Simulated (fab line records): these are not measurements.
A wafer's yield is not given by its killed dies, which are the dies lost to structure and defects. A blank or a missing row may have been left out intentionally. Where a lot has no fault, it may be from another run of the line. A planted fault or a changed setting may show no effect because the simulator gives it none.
fab line records	flow n5Finfet
record: lots: 24	wafers: 72	lastDay: 17
route steps=1938 shown SD_EPI_N@272 SDB@356 HKMG_FIN@413
lots that met no fault: from a run of the same line without faults
startH: the number of hours between the record's first day and the start of the first shown wafer of the lot	waitH: hours elapsed since this lot's preceding step	" identical to the entry in the row above	L1.1+2: several wafers, shown together as one row	- either no value or no given start	* or withheld: withheld	< > ~ a bound
route shown NAME@n: a module of which the file shows steps, and the number in the route of the first	usual: mean/standard deviation taken from wafers without a fault	same: alike in all rows	chamber/n: place in a boat	sites: the reading at each site	_std_site: their standard deviation	_edge_site: mean of outer sites minus mean of inner sites	radiusMm: for every site, how far away it sits from the centre of the wafer	mask NAME#n: copy n	behind: the last tool/chamber to shape the wafer	hold: why the lot went on hold/how many hours it stayed there/how the hold came to an end	device: which transistor (n, p or np) failed to switch	end of line: the route-end tests of the same wafers	a step with no rows: only its recipe	killed: at the first sort, the dies lost to defects and structure; wafer yield is something else	map: the dies of a wafer, with x for killed, . for not killed, _ for no die there
set.NAME: the setting that was run; set.NAME@STEP: the one run at that earlier step	model.NAME: the simulator's own value behind a step, which no gauge read
one table for each step of the route and one row for each wafer, over a sample of lots
services: the hour from which a tool's chamber was out of use, counted from the record's first day as startH (under 0 if before that day), plus the number of hours and why
== steps ==
step: N5_SD_EPI_N_INSPECT_11
recipe: mode: adi	inspectInstrument: macro
usual: rawDefectCount: 1.8/1.4
lot.wafer	tool	chamber	startH	waitH	rawDefectCount
L074.1	defectInspect-01	-	52.01	0.0	2
L074.3	"	-	"	"	0
L074.5	"	-	"	"	1
L075.2	defectInspect-01	-	55.72	0.0	2
L075.5	"	-	"	"	3
L075.6	"	-	"	"	1
L076.3	defectInspect-02	-	60.81	0.0	3
L076.4	"	-	"	"	2
L076.6	"	-	"	"	0
L077.2	defectInspect-01	-	68.82	0.0	0
L077.4	"	-	"	"	1
L077.6	"	-	"	"	0
L078.4	defectInspect-01	-	73.76	0.0	2
L078.5	"	-	"	"	3
L078.6	"	-	"	"	1
L079.1	defectInspect-01	-	79.55	0.0	2
L079.3	"	-	"	"	3
L079.5	"	-	"	"	2
L080.2	defectInspect-02	-	83.69	0.0	0
L080.3	"	-	"	"	1
L080.6	"	-	"	"	2
L081.1	defectInspect-01	-	89.51	0.0	1
L081.4	"	-	"	"	2
L081.5	"	-	"	"	2
L082.2	defectInspect-02	-	102.08	0.0	3
L082.4	"	-	"	"	2
L082.5	"	-	"	"	2
L083.1	defectInspect-01	-	107.77	0.0	0
L083.3	"	-	"	"	1
L083.4	"	-	"	"	0
L084.1	defectInspect-02	-	114.13	0.0	0
L084.2	"	-	"	"	0
L084.4	"	-	"	"	0
L085.2	defectInspect-02	-	119.82	0.0	4
L085.3	"	-	"	"	4
L085.6	"	-	"	"	2
L086.2	defectInspect-02	-	129.70	0.0	2
L086.4	"	-	"	"	1
L086.5	"	-	"	"	4
L087.1	defectInspect-02	-	133.94	0.0	4
L087.5	"	-	"	"	0
L087.6	"	-	"	"	3
L088.4	defectInspect-02	-	137.09	0.0	4
L088.5	"	-	"	"	4
L088.6	"	-	"	"	0
L089.2	defectInspect-01	-	141.67	0.0	1
L089.5	"	-	"	"	0
L089.6	"	-	"	"	3
L090.2	defectInspect-01	-	147.63	0.0	1
L090.3	"	-	"	"	2
L090.5	"	-	"	"	1
L091.2	defectInspect-01	-	152.08	0.0	2
L091.5	"	-	"	"	0
L091.6	"	-	"	"	4
L092.2	defectInspect-01	-	158.14	0.0	1
L092.4	"	-	"	"	2
L092.5	"	-	"	"	0
L093.2	defectInspect-01	-	161.57	0.0	2
L093.3	"	-	"	"	1
L093.6	"	-	"	"	2
L094.2	defectInspect-02	-	169.64	0.0	6
L094.3	"	-	"	"	1
L094.5	"	-	"	"	2
L095.2	defectInspect-01	-	177.56	0.0	3
L095.4	"	-	"	"	1
L095.5	"	-	"	"	2
L096.1	defectInspect-01	-	180.81	0.0	0
L096.4	"	-	"	"	1
L096.6	"	-	"	"	0
L097.3	defectInspect-02	-	187.42	0.0	1
L097.4	"	-	"	"	3
L097.6	"	-	"	"	0
step: N5_SD_EPI_N_ETCHBACK_44
recipe: chemistry: CH3F/O2	mode: anisotropicEtchback	target: SiNx	targetDepthA: 145	stopOn: SiO2	overEtchFrac: 0.3	ionEnergyEv: 120	pressureMtorr: 30	sourceW: 395	biasW: 73	Ar_flow_sccm: 150	CH3F_flow_sccm: 30	O2_flow_sccm: 20
usual: drypumpMotorCurrentA: 5.5/0.52	oes_o_777_au: 0.78/0.1	oesProductAu: 0.67/0.082	rfVppV: 295/7.2	showerheadPlenumPTorr: 2.00/0.051	throttleValvePct: 16.43/0.22
lot.wafer	tool	chamber	startH	waitH	drypumpMotorCurrentA	oes_o_777_au	oesProductAu	rfHoursCounterH	rfVppV	showerheadPlenumPTorr	throttleValvePct
L074.1	rieDiel-06	1	52.46	0.0	5.9	0.68	0.61	181	294	1.99	16.68
L074.3	"	3	"	"	4.8	0.73	0.63	160	294	2.11	16.65
L074.5	"	1	"	"	5.8	0.69	0.62	-	295	1.99	16.68
L075.2	rieDiel-05	3	56.21	0.0	6.1	0.73	0.64	152	297	2.00	16.44
L075.5	"	2	"	"	4.8	0.81	0.66	-	284	1.93	16.37
L075.6	"	1	"	"	5.1	0.65	0.59	-	308	2.04	16.54
L076.3	rieDiel-05	1	61.26	0.0	5.1	0.65	0.58	247	307	2.04	16.55
L076.4	"	0	"	"	5.9	0.96	0.83	1	293	1.97	16.34
L076.6	"	3	"	"	6.1	0.74	0.63	-	297	2.00	16.45
L077.2	rieDiel-06	1	69.27	0.0	5.9	0.68	0.61	188	294	1.99	16.69
L077.4	"	3	"	"	4.8	0.72	0.62	-	294	2.10	16.67
L077.6	"	1	"	"	5.9	0.68	0.61	-	293	1.99	16.67
L078.4	rieDiel-06	3	74.29	0.0	4.8	0.72	0.62	168	294	2.10	16.68
L078.5	"	2	"	"	4.7	0.71	0.60	-	291	1.97	16.56
L078.6	"	3	"	"	4.8	0.73	0.62	-	293	2.10	16.68
L079.1	rieDiel-05	0	80.11	0.0	5.9	0.93	0.81	9	294	1.97	16.34
L079.3	"	3	"	"	6.1	0.73	0.63	161	294	1.99	16.47
L079.5	"	2	"	"	4.8	0.80	0.66	-	284	1.93	16.40
L080.2	rieDiel-05	2	84.14	0.0	4.8	0.79	0.65	130	284	1.93	16.40
L080.3	"	0	"	"	5.9	0.92	0.80	12	293	1.97	16.34
L080.6	"	3	"	"	6.1	0.73	0.63	-	295	1.99	16.45
L081.1	rieDiel-05	0	89.96	0.0	5.9	0.93	0.79	13	295	1.97	16.34
L081.4	"	3	"	"	6.1	0.72	0.64	165	296	1.99	16.48
L081.5	"	0	"	"	5.9	0.92	0.80	-	294	1.97	16.36
L082.2	rieDiel-05	0	102.78	0.0	5.9	0.91	0.79	17	296	1.97	16.37
L082.4	"	3	"	"	6.1	0.72	0.63	170	296	1.99	16.49
L082.5	"	3	"	"	6.1	0.72	0.63	-	295	1.99	16.49
L083.1	rieDiel-05	3	108.22	0.0	6.1	0.72	0.63	172	296	1.99	16.49
L083.3	"	2	"	"	4.8	0.79	0.65	138	283	1.92	16.43
L083.4	"	0	"	"	5.9	0.90	0.77	19	292	1.97	16.36
L084.1	rieDiel-05	2	114.58	0.0	4.8	0.79	0.64	141	283	1.92	16.44
L084.2	"	0	"	"	5.9	0.91	0.78	21	293	1.96	16.38
L084.4	"	1	"	"	5.1	0.87	0.78	9	306	2.04	16.09
L085.2	rieDiel-03	1	120.45	0.0	5.9	0.69	0.59	249	296	1.95	16.62
L085.3	"	3	"	"	5.5	0.69	0.62	216	303	2.04	16.51
L085.6	"	2	"	"	5.8	0.97	0.81	-	305	2.05	16.03
L086.2	rieDiel-06	0	130.41	0.0	5.2	0.97	0.79	15	289	2.06	16.02
L086.4	"	2	"	"	4.7	0.70	0.59	235	289	1.96	16.61
L086.5	"	2	"	"	4.7	0.70	0.58	-	291	1.96	16.60
L087.1	rieDiel-03	0	134.44	0.0	6.3	0.64	0.58	243	303	1.99	16.80
L087.5	"	2	"	"	5.8	0.95	0.80	-	305	2.04	16.03
L087.6	"	0	"	"	6.3	0.63	0.59	-	303	1.99	16.81
L088.4	rieDiel-03	2	137.59	0.1	5.8	0.95	0.80	-	306	2.04	16.02
L088.5	"	0	"	"	6.3	0.63	0.58	-	304	1.99	16.80
L088.6	"	3	"	"	5.5	0.70	0.60	-	303	2.04	16.54
L089.2	rieDiel-06	3	142.17	0.0	4.8	0.71	0.60	193	294	2.10	16.72
L089.5	"	0	"	"	5.3	0.95	0.78	-	289	2.06	16.01
L089.6	"	3	"	"	4.8	0.71	0.61	-	294	2.10	16.72
L090.2	rieDiel-05	0	148.55	0.0	5.9	0.87	0.76	34	295	1.96	16.39
L090.3	"	2	"	"	4.8	0.78	0.64	156	284	1.92	16.46
L090.5	"	1	"	"	5.0	0.84	0.75	-	307	2.03	16.11
L091.2	rieDiel-06	3	152.52	0.0	4.8	0.71	0.60	198	294	2.09	16.74
L091.5	"	2	"	"	4.7	0.70	0.58	-	289	1.96	16.62
L091.6	"	1	"	"	5.9	0.66	0.59	-	294	1.98	16.74
L092.2	rieDiel-05	1	158.59	0.0	5.1	0.83	0.75	26	307	2.03	16.13
L092.4	"	2	"	"	4.8	0.77	0.63	159	283	1.92	16.47
L092.5	"	0	"	"	5.9	0.87	0.75	-	294	1.96	16.39
L093.2	rieDiel-03	3	162.45	0.0	5.5	0.68	0.60	236	303	2.03	16.56
L093.3	"	1	"	"	5.8	0.96	0.80	6	296	1.95	16.11
L093.6	"	3	"	"	5.5	0.68	0.61	-	303	2.03	16.56
L094.2	rieDiel-06	3	170.51	0.0	4.8	0.70	0.60	204	294	2.09	16.73
L094.3	"	1	"	"	5.8	0.65	0.59	227	293	1.98	16.75
L094.5	"	0	"	"	5.3	0.93	0.77	-	287	2.06	16.06
L095.2	rieDiel-05	1	178.77	0.0	5.1	0.82	0.74	33	309	2.03	16.15
L095.4	"	0	"	"	5.9	0.86	0.74	43	294	1.96	16.41
L095.5	"	1	"	"	5.1	0.82	0.73	-	307	2.03	16.13
L096.1	rieDiel-05	1	181.26	0.0	5.1	0.83	0.73	35	305	2.03	16.13
L096.4	"	2	"	"	4.9	0.77	0.62	168	282	1.91	16.48
L096.6	"	2	"	"	4.9	0.76	0.62	-	284	1.91	16.50
L097.3	rieDiel-03	0	188.08	0.0	6.3	0.89	0.83	5	303	1.99	16.43
L097.4	"	2	"	"	5.8	0.90	0.76	43	304	2.04	16.10
L097.6	"	2	"	"	5.8	0.90	0.76	-	304	2.04	16.09
step: N5_SD_EPI_N_EPI_MEAS_23
recipe: mode: xrd
usual: thkNm: 58.8/1.4
lot.wafer	tool	chamber	startH	waitH	thkNm
L074.1	filmMetro-02	-	55.45	1.5	58.5
L074.3	"	-	"	"	59.7
L074.5	"	-	"	"	59.1
L075.2	filmMetro-02	-	59.19	1.2	57.7
L075.5	"	-	"	"	57.0
L075.6	"	-	"	"	55.9
L076.3	filmMetro-02	-	64.24	0.9	59.8
L076.4	"	-	"	"	58.4
L076.6	"	-	"	"	57.3
L077.2	filmMetro-01	-	72.27	1.2	59.5
L077.4	"	-	"	"	58.3
L077.6	"	-	"	"	58.9
L078.4	filmMetro-02	-	77.27	0.6	60.3
L078.5	"	-	"	"	57.4
L078.6	"	-	"	"	58.6
L079.1	filmMetro-02	-	83.12	1.4	59.3
L079.3	"	-	"	"	56.0
L079.5	"	-	"	"	58.3
L080.2	filmMetro-02	-	87.14	1.2	57.1
L080.3	"	-	"	"	58.7
L080.6	"	-	"	"	58.1
L081.1	filmMetro-02	-	92.93	1.4	58.9
L081.4	"	-	"	"	59.3
L081.5	"	-	"	"	59.5
L082.2	filmMetro-01	-	105.80	1.2	60.4
L082.4	"	-	"	"	59.3
L082.5	"	-	"	"	58.0
L083.1	filmMetro-02	-	111.42	1.5	61.5
L083.3	"	-	"	"	57.5
L083.4	"	-	"	"	59.7
L084.1	filmMetro-02	-	117.59	1.4	58.5
L084.2	"	-	"	"	58.1
L084.4	"	-	"	"	59.5
L085.2	filmMetro-01	-	123.42	1.2	56.6
L085.3	"	-	"	"	56.7
L085.6	"	-	"	"	54.6
L086.2	filmMetro-02	-	133.41	1.2	58.7
L086.4	"	-	"	"	61.0
L086.5	"	-	"	"	61.1
L087.1	filmMetro-01	-	137.45	1.4	60.5
L087.5	"	-	"	"	58.5
L087.6	"	-	"	"	58.7
L088.4	filmMetro-02	-	141.40	0.8	59.7
L088.5	"	-	"	"	61.4
L088.6	"	-	"	"	61.1
L089.2	filmMetro-01	-	145.19	1.2	58.0
L089.5	"	-	"	"	60.7
L089.6	"	-	"	"	57.5
L090.2	filmMetro-02	-	151.54	1.2	59.7
L090.3	"	-	"	"	58.7
L090.5	"	-	"	"	58.2
L091.2	filmMetro-02	-	156.24	1.5	58.6
L091.5	"	-	"	"	58.4
L091.6	"	-	"	"	59.7
L092.2	filmMetro-02	-	161.59	1.2	58.1
L092.4	"	-	"	"	60.7
L092.5	"	-	"	"	59.5
L093.2	filmMetro-02	-	166.17	1.5	58.9
L093.3	"	-	"	"	59.5
L093.6	"	-	"	"	58.4
L094.2	filmMetro-02	-	173.49	1.2	57.5
L094.3	"	-	"	"	58.6
L094.5	"	-	"	"	58.5
L095.2	filmMetro-02	-	182.02	1.2	61.4
L095.4	"	-	"	"	60.4
L095.5	"	-	"	"	60.5
L096.1	filmMetro-01	-	184.26	1.4	57.9
L096.4	"	-	"	"	60.4
L096.6	"	-	"	"	58.8
L097.3	filmMetro-01	-	191.08	0.9	60.5
L097.4	"	-	"	"	59.7
L097.6	"	-	"	"	57.8
step: N5_SDB_CD_MEAS_11
recipe: targetCdNm: 50	landingEnergyEv: 500	detector: seInlens	polarity: opening
usual: cdNm: 49.3/1.8
lot.wafer	tool	chamber	startH	waitH	cdNm
L074.1	cdSem-03	0	69.38	-	50.7
L074.3	"	0	"	"	50.9
L074.5	"	0	"	"	49.7
L075.2	cdSem-01	0	71.81	-	47.4
L075.5	"	0	"	"	48.0
L075.6	"	0	"	"	47.0
L076.3	cdSem-03	0	76.81	-	51.0
L076.4	"	0	"	"	49.4
L076.6	"	0	"	"	49.7
L077.2	cdSem-03	0	84.61	-	48.2
L077.4	"	0	"	"	48.0
L077.6	"	0	"	"	48.1
L078.4	cdSem-01	0	90.54	-	50.2
L078.5	"	0	"	"	50.6
L078.6	"	0	"	"	49.8
L079.1	cdSem-02	0	95.97	-	48.5
L079.3	"	0	"	"	48.4
L079.5	"	0	"	"	47.0
L080.2	cdSem-02	0	101.29	-	49.1
L080.3	"	0	"	"	48.7
L080.6	"	0	"	"	48.6
L081.1	cdSem-03	0	107.67	-	50.2
L081.4	"	0	"	"	50.1
L081.5	"	0	"	"	50.6
L082.2	cdSem-02	0	119.53	-	52.4
L082.4	"	0	"	"	51.8
L082.5	"	0	"	"	47.6
L083.1	cdSem-03	0	125.82	-	51.5
L083.3	"	0	"	"	51.1
L083.4	"	0	"	"	50.9
L084.1	cdSem-02	0	130.97	-	49.5
L084.2	"	0	"	"	51.2
L084.4	"	0	"	"	50.4
L085.2	cdSem-02	0	136.40	-	52.9
L085.3	"	0	"	"	48.3
L085.6	"	0	"	"	51.3
L086.2	cdSem-02	0	146.13	-	47.3
L086.4	"	0	"	"	46.4
L086.5	"	0	"	"	46.3
L087.1	cdSem-02	0	150.18	-	49.8
L087.5	"	0	"	"	48.2
L087.6	"	0	"	"	48.7
L088.4	cdSem-03	0	153.87	-	47.7
L088.5	"	0	"	"	50.2
L088.6	"	0	"	"	50.2
L089.2	cdSem-03	0	157.68	-	53.1
L089.5	"	0	"	"	52.9
L089.6	"	0	"	"	53.5
L090.2	cdSem-02	0	165.08	-	50.6
L090.3	"	0	"	"	50.2
L090.5	"	0	"	"	50.6
L091.2	cdSem-03	0	168.94	-	47.2
L091.5	"	0	"	"	47.0
L091.6	"	0	"	"	46.7
L092.2	cdSem-02	0	174.16	-	48.8
L092.4	"	0	"	"	50.6
L092.5	"	0	"	"	51.0
L093.2	cdSem-03	0	180.24	-	46.6
L093.3	"	0	"	"	46.8
L093.6	"	0	"	"	46.7
L094.2	cdSem-03	0	186.32	-	49.7
L094.3	"	0	"	"	49.5
L094.5	"	0	"	"	49.5
L095.2	cdSem-03	0	194.13	-	51.0
L095.4	"	0	"	"	48.9
L095.5	"	0	"	"	49.9
L096.1	cdSem-02	0	197.82	-	48.4
L096.4	"	0	"	"	47.7
L096.6	"	0	"	"	47.9
L097.3	cdSem-02	0	204.56	-	48.2
L097.4	"	0	"	"	47.7
L097.6	"	0	"	"	49.0
step: N5_HKMG_FIN_CVD_62
recipe: material: a-Si	targetThkA: 30	tempC: 500	precursor: Si2H6	pressureTorr: 1	timeS: 20.8
usual: heaterPowerW: 1460/140
lot.wafer	tool	chamber	startH	waitH	heaterPowerW
L074.1	thermalCvdSi-01	1	77.31	0.2	1596
L074.3	"	2	"	"	1330
L074.5	"	2	"	"	1321
L075.2	thermalCvdSi-02	1	80.23	0.2	1460
L075.5	"	1	"	"	1472
L075.6	"	0	"	"	1543
L076.3	thermalCvdSi-01	2	84.57	0.2	1351
L076.4	"	2	"	"	1342
L076.6	"	0	"	"	1551
L077.2	thermalCvdSi-02	1	92.07	0.2	1456
L077.4	"	1	"	"	1462
L077.6	"	2	"	"	1223
L078.4	thermalCvdSi-01	0	98.12	0.2	1540
L078.5	"	2	"	"	1352
L078.6	"	1	"	"	1620
L079.1	thermalCvdSi-02	0	104.11	0.2	1634
L079.3	"	1	"	"	1464
L079.5	"	0	"	"	1554
L080.2	thermalCvdSi-01	0	110.68	0.2	1528
L080.3	"	1	"	"	1612
L080.6	"	0	"	"	1525
L081.1	thermalCvdSi-02	0	116.57	0.2	1577
L081.4	"	1	"	"	1480
L081.5	"	2	"	"	1195
L082.2	thermalCvdSi-01	0	128.19	0.2	1548
L082.4	"	0	"	"	1580
L082.5	"	1	"	"	1623
L083.1	thermalCvdSi-02	1	133.99	0.2	1481
L083.3	"	0	"	"	1595
L083.4	"	2	"	"	1209
L084.1	thermalCvdSi-01	2	138.71	0.2	1347
L084.2	"	1	"	"	1566
L084.4	"	0	"	"	1555
L085.2	thermalCvdSi-02	2	143.79	0.2	1175
L085.3	"	0	"	"	1571
L085.6	"	0	"	"	1634
L086.2	thermalCvdSi-01	1	153.48	0.2	1635
L086.4	"	0	"	"	1528
L086.5	"	1	"	"	1596
L087.1	thermalCvdSi-02	2	157.74	0.2	1214
L087.5	"	1	"	"	1466
L087.6	"	2	"	"	1222
L088.4	thermalCvdSi-01	0	161.33	0.2	1528
L088.5	"	2	"	"	1357
L088.6	"	1	"	"	1572
L089.2	thermalCvdSi-02	0	165.05	0.2	1560
L089.5	"	2	"	"	1210
L089.6	"	1	"	"	1502
L090.2	thermalCvdSi-01	1	173.03	0.2	1606
L090.3	"	2	"	"	1378
L090.5	"	2	"	"	1335
L091.2	thermalCvdSi-02	0	177.06	0.2	1614
L091.5	"	1	"	"	1433
L091.6	"	0	"	"	1609
L092.2	thermalCvdSi-01	1	181.55	0.2	1583
L092.4	"	1	"	"	1602
L092.5	"	0	"	"	1519
L093.2	thermalCvdSi-02	1	188.84	0.2	1459
L093.3	"	0	"	"	1581
L093.6	"	2	"	"	1179
L094.2	thermalCvdSi-01	0	193.54	0.2	1501
L094.3	"	1	"	"	1616
L094.5	"	2	"	"	1334
L095.2	thermalCvdSi-02	0	201.57	0.2	1596
L095.4	"	1	"	"	1459
L095.5	"	2	"	"	1153
L096.1	thermalCvdSi-01	0	205.41	0.2	1520
L096.4	"	0	"	"	1544
L096.6	"	1	"	"	1635
L097.3	thermalCvdSi-02	1	211.90	0.2	1482
L097.4	"	2	"	"	1190
L097.6	"	0	"	"	1635
step: N5_HKMG_FIN_CD_MEAS_12
recipe: targetCdNm: 92.8	landingEnergyEv: 500	detector: seInlens
usual: cdNm: 92.6/0.71
lot.wafer	tool	chamber	startH	waitH	cdNm
L074.1	cdSem-01	0	78.91	-	93.2
L074.3	"	0	"	"	93.2
L074.5	"	0	"	"	93.1
L075.2	cdSem-01	0	81.83	-	92.4
L075.5	"	0	"	"	92.0
L075.6	"	0	"	"	92.4
L076.3	cdSem-03	0	86.23	-	93.4
L076.4	"	0	"	"	93.3
L076.6	"	0	"	"	93.2
L077.2	cdSem-03	0	93.82	-	93.7
L077.4	"	0	"	"	91.8
L077.6	"	0	"	"	93.0
L078.4	cdSem-03	0	99.78	-	92.4
L078.5	"	0	"	"	92.4
L078.6	"	0	"	"	93.0
L079.1	cdSem-02	0	105.53	-	92.3
L079.3	"	0	"	"	92.9
L079.5	"	0	"	"	92.9
L080.2	cdSem-03	0	112.36	-	93.1
L080.3	"	0	"	"	92.5
L080.6	"	0	"	"	93.5
L081.1	cdSem-02	0	118.10	-	91.7
L081.4	"	0	"	"	92.0
L081.5	"	0	"	"	92.1
L082.2	cdSem-02	0	129.92	-	93.7
L082.4	"	0	"	"	92.5
L082.5	"	0	"	"	93.7
L083.1	cdSem-02	0	135.65	-	93.0
L083.3	"	0	"	"	93.1
L083.4	"	0	"	"	92.8
L084.1	cdSem-02	0	140.15	-	91.7
L084.2	"	0	"	"	93.1
L084.4	"	0	"	"	93.7
L085.2	cdSem-03	0	145.23	-	92.6
L085.3	"	0	"	"	93.5
L085.6	"	0	"	"	93.1
L086.2	cdSem-02	0	154.92	-	93.2
L086.4	"	0	"	"	91.2
L086.5	"	0	"	"	92.3
L087.1	cdSem-02	0	159.40	-	93.1
L087.5	"	0	"	"	93.2
L087.6	"	0	"	"	91.8
L088.4	cdSem-02	0	162.84	-	92.3
L088.5	"	0	"	"	91.0
L088.6	"	0	"	"	91.7
L089.2	cdSem-02	0	166.62	-	92.0
L089.5	"	0	"	"	92.6
L089.6	"	0	"	"	91.6
L090.2	cdSem-02	0	174.58	-	93.2
L090.3	"	0	"	"	92.2
L090.5	"	0	"	"	92.7
L091.2	cdSem-02	0	178.71	-	92.7
L091.5	"	0	"	"	91.3
L091.6	"	0	"	"	92.0
L092.2	cdSem-02	0	183.07	-	93.1
L092.4	"	0	"	"	92.4
L092.5	"	0	"	"	92.1
L093.2	cdSem-02	0	190.39	-	92.0
L093.3	"	0	"	"	92.7
L093.6	"	0	"	"	92.1
L094.2	cdSem-03	0	195.08	-	93.1
L094.3	"	0	"	"	94.4
L094.5	"	0	"	"	93.9
L095.2	cdSem-01	0	203.19	-	92.6
L095.4	"	0	"	"	92.2
L095.5	"	0	"	"	92.4
L096.1	cdSem-02	0	207.08	-	93.9
L096.4	"	0	"	"	92.7
L096.6	"	0	"	"	93.1
L097.3	cdSem-01	0	213.45	-	90.8
L097.4	"	0	"	"	92.3
L097.6	"	0	"	"	91.4
== services ==
tool	chamber	startH	hours	kind
rieDiel-05	0	42.73	-	clean
rieDiel-05	0	42.73	-	consumableReplace:focusRing
rieDiel-05	0	42.73	14.6	scheduledDown
rieDiel-05	0	42.73	14.6	ventCycle
rieDiel-06	0	51.89	-	clean
rieDiel-06	0	51.89	-	consumableReplace:focusRing
rieDiel-06	0	51.89	19.3	scheduledDown
rieDiel-06	0	51.89	19.3	ventCycle
rieDiel-05	1	69.95	-	clean
rieDiel-05	1	69.95	-	consumableReplace:focusRing
thermalCvdSi-02	2	75.43	10.3	repair
rieDiel-03	0	77.63	53.1	repair
rieDiel-03	2	97.15	3.3	repair
rieDiel-06	0	100.78	9.1	repair
thermalCvdSi-01	-	101.07	6.0	pm
rieDiel-06	-	119.48	4.4	repair
rieDiel-06	0	124.63	1.7	repair
rieDiel-03	-	158.24	0.4	repair
thermalCvdSi-01	1	166.24	2.8	repair
rieDiel-06	2	168.19	-	clean
rieDiel-06	2	168.19	-	consumableReplace:focusRing
rieDiel-06	2	168.19	20.0	scheduledDown
rieDiel-03	3	168.79	4.2	repair
thermalCvdSi-02	-	190.81	6.0	pm
== key ==
fault none
